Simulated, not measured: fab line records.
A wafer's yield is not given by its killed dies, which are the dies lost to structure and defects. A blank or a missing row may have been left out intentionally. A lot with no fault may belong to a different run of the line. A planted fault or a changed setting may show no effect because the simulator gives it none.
Tool commonality check -- flow nand-harc -- Sample size 13 lots and 45 wafers

== WHY THIS WAS OPENED ==
On 2 of the 13 lots, a flag is raised at NHARC_A_ONON_D2_THK_MEAS_30 on the reading thk-nm. Fault-free wafers read 998 nm, with a standard deviation of 13.
Rule: a lot gets a flag if all its wafers with a number sit over 4 standard deviations from that mean, or if no wafer of it has a number. As for the other lots, they are considered sound.

lot,measured,on,"thk-nm (nm), wafer by wafer",flag
L643,day 12 23:12,film-metro-02,1011 1012 1010,
L645,day 13 14:22,film-metro-02,1016 1016 1017,
L646,day 14 02:34,film-metro-02,1012 1010 1011,
L648,day 14 09:09,film-metro-01,1012 1010 1011,
L647,day 14 09:10,film-metro-01,982 980 980,
L649,day 15 02:00,film-metro-01,1004 1004 1004,
L650,day 15 21:24,film-metro-02,973 972 974,
L651,day 16 11:01,film-metro-02,1014 1017 1016,
L654,day 17 14:13,film-metro-02,1007 1007 1008,
L655,day 17 20:47,film-metro-01,993 994 992,
L660,day 19 22:26,film-metro-02,372 372 372 372 373 372,FLAGGED
L663,day 21 09:27,film-metro-02,409 405 408 407 407 407,FLAGGED
L665,day 21 22:37,film-metro-01,1011 1012 1012,
The mean of the flagged lots' numbers is 390 nm, -608 nm from the usual (-47 standard deviations).

== LOT BY LOT: THE TOOL USED ==
3 process steps preceding the reading are held in the record, out of 1302 steps in the route. Read each cell as the tool, then ch plus the chambers that the sampled wafers visited, then the start.
lot,flag,NHARC_A_CHANNEL_FILL_D1_ALD_25,NHARC_A_DECK1_JOINT_DEP_16,NHARC_A_ONON_D2_DEP_28
L643,,"ald-hk-02 ch 0,1,3, day 10 07:49","pecvd-03 ch 0,1,2, day 12 07:59","pecvd-onon-04 ch 0, day 12 22:42"
L645,,"ald-hk-01 ch 1,3, day 11 04:17","pecvd-03 ch 0,1,2, day 13 00:52","pecvd-onon-02 ch 0, day 13 13:54"
L646,,"ald-hk-02 ch 2,3, day 11 18:49","pecvd-03 ch 0,1,2, day 13 13:19","pecvd-onon-01 ch 0, day 14 02:13"
L648,,"ald-hk-01 ch 1,2, day 12 00:51","pecvd-03 ch 0,1,2, day 13 20:23","pecvd-onon-01 ch 0, day 14 08:46"
L647,,"ald-hk-03 ch 0,3, day 12 00:13","pecvd-04 ch 0,2, day 13 20:19","pecvd-onon-02 ch 0, day 14 08:39"
L649,,"ald-hk-03 ch 0,2,3, day 12 17:01","pecvd-04 ch 0,1,2, day 14 12:34","pecvd-onon-04 ch 0, day 15 01:30"
L650,,"ald-hk-03 ch 1,2, day 13 10:41","pecvd-04 ch 0,1,2, day 15 08:33","pecvd-onon-04 ch 0, day 15 20:57"
L651,,"ald-hk-01 ch 0,1,3, day 14 00:45","pecvd-04 ch 0,1, day 15 21:56","pecvd-onon-01 ch 0, day 16 10:33"
L654,,"ald-hk-01 ch 0,1,2, day 15 00:56","pecvd-04 ch 0,1,2, day 17 01:23","pecvd-onon-01 ch 0, day 17 13:43"
L655,,"ald-hk-03 ch 0,2,3, day 15 09:51","pecvd-04 ch 1,2, day 17 07:59","pecvd-onon-01 ch 0, day 17 20:17"
L660,FLAGGED,"ald-hk-01 ch 0,1, day 17 07:29","pecvd-03 ch 0,1, day 19 08:29","pecvd-onon-04 ch 0, day 19 21:59"
L663,FLAGGED,"ald-hk-01 ch 2,3, day 19 00:33","pecvd-03 ch 0,2, day 20 20:44","pecvd-onon-04 ch 0, day 21 08:59"
L665,,"ald-hk-03 ch 1,2,3, day 19 13:05","pecvd-04 ch 0,1,2, day 21 09:11","pecvd-onon-02 ch 0, day 21 22:06"
What these steps do:
- NHARC_A_CHANNEL_FILL_D1_ALD_25: deposits SiOx, target thk 60 nm, pulse time 10 s, ald cycles 600.
- NHARC_A_DECK1_JOINT_DEP_16: deposits SiO2, target thk 45 nm.
- NHARC_A_ONON_D2_DEP_28: target thk 1000 nm.
- NHARC_A_ONON_D2_THK_MEAS_30: measures by ellipsometry.

== FLAGGED OVER TOTAL, TOOL BY TOOL (the gauges that took the reading come last) ==
step,tool,lots run,flagged,share of the flagged lots,sound lots run after its first flagged lot
NHARC_A_CHANNEL_FILL_D1_ALD_25,ald-hk-01,6,2,all,0
NHARC_A_CHANNEL_FILL_D1_ALD_25,ald-hk-02,2,0,none,-
NHARC_A_CHANNEL_FILL_D1_ALD_25,ald-hk-03,5,0,none,-
NHARC_A_DECK1_JOINT_DEP_16,pecvd-03,6,2,all,0
NHARC_A_DECK1_JOINT_DEP_16,pecvd-04,7,0,none,-
NHARC_A_ONON_D2_DEP_28,pecvd-onon-01,5,0,none,-
NHARC_A_ONON_D2_DEP_28,pecvd-onon-02,3,0,none,-
NHARC_A_ONON_D2_DEP_28,pecvd-onon-04,5,2,all,0
NHARC_A_ONON_D2_THK_MEAS_30,film-metro-01,5,0,none,-
NHARC_A_ONON_D2_THK_MEAS_30,film-metro-02,8,2,all,0

== WHAT THE TABLE ALLOWS ==
4 rows of the table ran every flagged lot: ald-hk-01 at NHARC_A_CHANNEL_FILL_D1_ALD_25, pecvd-03 at NHARC_A_DECK1_JOINT_DEP_16, pecvd-onon-04 at NHARC_A_ONON_D2_DEP_28, film-metro-02 at NHARC_A_ONON_D2_THK_MEAS_30.
- ald-hk-01 at NHARC_A_CHANNEL_FILL_D1_ALD_25: 2 of its 6 lots flagged. Last sound lot L654 at day 15 00:56, first flagged lot L660 at day 17 07:29; a fault beginning in between fits.
- pecvd-03 at NHARC_A_DECK1_JOINT_DEP_16: 2 of its 6 lots flagged. Last sound lot L648 at day 13 20:23, first flagged lot L660 at day 19 08:29; a fault beginning in between fits.
- pecvd-onon-04 at NHARC_A_ONON_D2_DEP_28: 2 of its 5 lots flagged. Last sound lot L650 at day 15 20:57, first flagged lot L660 at day 19 21:59; a fault beginning in between fits.
- film-metro-02 at NHARC_A_ONON_D2_THK_MEAS_30: 2 of its 8 lots flagged. Last sound lot L654 at day 17 14:13, first flagged lot L660 at day 19 22:26; a fault beginning in between fits.
These 4 tools cannot be told apart by counting lots, since each of them fits a fault that started at some hour. More lots, or a look at what each step does to the wafer, might.

== WHAT THE SIMULATOR HAD INSERTED ==
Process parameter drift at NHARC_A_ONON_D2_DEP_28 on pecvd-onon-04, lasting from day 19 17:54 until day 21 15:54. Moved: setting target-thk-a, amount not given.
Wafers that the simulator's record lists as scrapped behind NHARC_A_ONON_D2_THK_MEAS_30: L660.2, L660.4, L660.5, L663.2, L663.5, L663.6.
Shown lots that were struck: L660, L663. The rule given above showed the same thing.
